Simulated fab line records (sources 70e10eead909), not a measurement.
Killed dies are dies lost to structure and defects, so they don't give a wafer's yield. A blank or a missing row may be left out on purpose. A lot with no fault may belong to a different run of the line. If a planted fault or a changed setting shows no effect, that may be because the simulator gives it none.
Chamber matching    flow nandHarc    NHARC_A_CHANNEL_FILL_D1_ALD_25 on aldHk-02: 4 sister chambers
The step deposits SiOx, target thk 60 nm, pulse time 10 s, ald cycles 600. 22 wafers are shown with their chamber, then 11 later ones without.

EACH WAFER AND ITS CHAMBER
wafer   chamber  heaterPowerW (W)  heaterPowerOuterW (W)  precursorPulseHeightRel
L076.2  1        474               256                    1.018
L076.3  3        433               250                    1.006
L076.5  2        419               243                    0.989
L077.1  0        346               198                    0.983
L077.2  2        416               237                    0.999
L077.3  3        426               246                    1.009
L079.1  0        342               193                    0.993
L079.2  3        429               247                    1.010
L079.3  2        422               249                    1.015
L082.1  2        437               236                    1.009
L082.4  1        493               257                    1.012
L082.6  1        491               268                    0.972
L083.1  3        431               247                    1.003
L083.3  0        347               195                    1.013
L083.6  3        434               247                    0.992
L087.4  3        414               238                    1.009
L087.2  1        488               269                    0.985
L087.5  3        416               238                    0.969
L085.3  0        354               203                    1.004
L085.5  0        348               203                    1.013
L085.6  1        494               266                    1.022
L090.4  2        450               257                    0.994

SIGNATURES (averages over the wafers above)
reading                  chamber 0  chamber 1  chamber 2  chamber 3  scatter within a chamber
heaterPowerW             347.40     488.00     428.80     426.14     9.29
heaterPowerOuterW        198.40     263.20     244.40     244.71     6.15
precursorPulseHeightRel  1.00120    1.00180    1.00120    0.99971    0.0157
Rule: a wafer lies at a distance from a chamber equal to the root of the sum of squares, over the readings, of (its reading less the chamber's mean, divided by the reading's scatter). The wafer belongs to the nearest chamber; if the next one is less than 2 further off, it can't be placed. How the scatter is found: for the shown wafers, subtract from each reading the mean of its chamber, square and add these, divide the total by (wafers less chambers), then take the root.

WAFERS WITHOUT THEIR CHAMBER
wafer   heaterPowerW (W)  heaterPowerOuterW (W)  precursorPulseHeightRel
L090.3  346               206                    1.004
L090.5  490               273                    0.989
L091.2  446               257                    1.003
L091.5  401               240                    0.971
L091.6  458               252                    1.036
L094.4  454               255                    1.025
L094.1  365               208                    0.995
L094.6  490               275                    1.021
L095.3  504               265                    0.961
L095.5  490               278                    0.980
L095.6  449               257                    1.058

WHICH CHAMBER EACH ONE RAN IN
wafer   from the rows above           in truth
L090.3  0                             0
L090.5  1                             1
L091.2  can't be placed: 2 or 3 or 1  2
L091.5  can't be placed: 3 or 2       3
L091.6  can't be placed: 2 or 1 or 3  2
L094.4  can't be placed: 2 or 3 or 1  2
L094.1  0                             0
L094.6  1                             1
L095.3  1                             1
L095.5  1                             1
L095.6  can't be placed: 2 or 3 or 1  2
Placed correctly: 6 of 11. Unplaceable from these rows: 5, with the true chamber sitting among the candidates in 5. Number placed wrongly: 0.
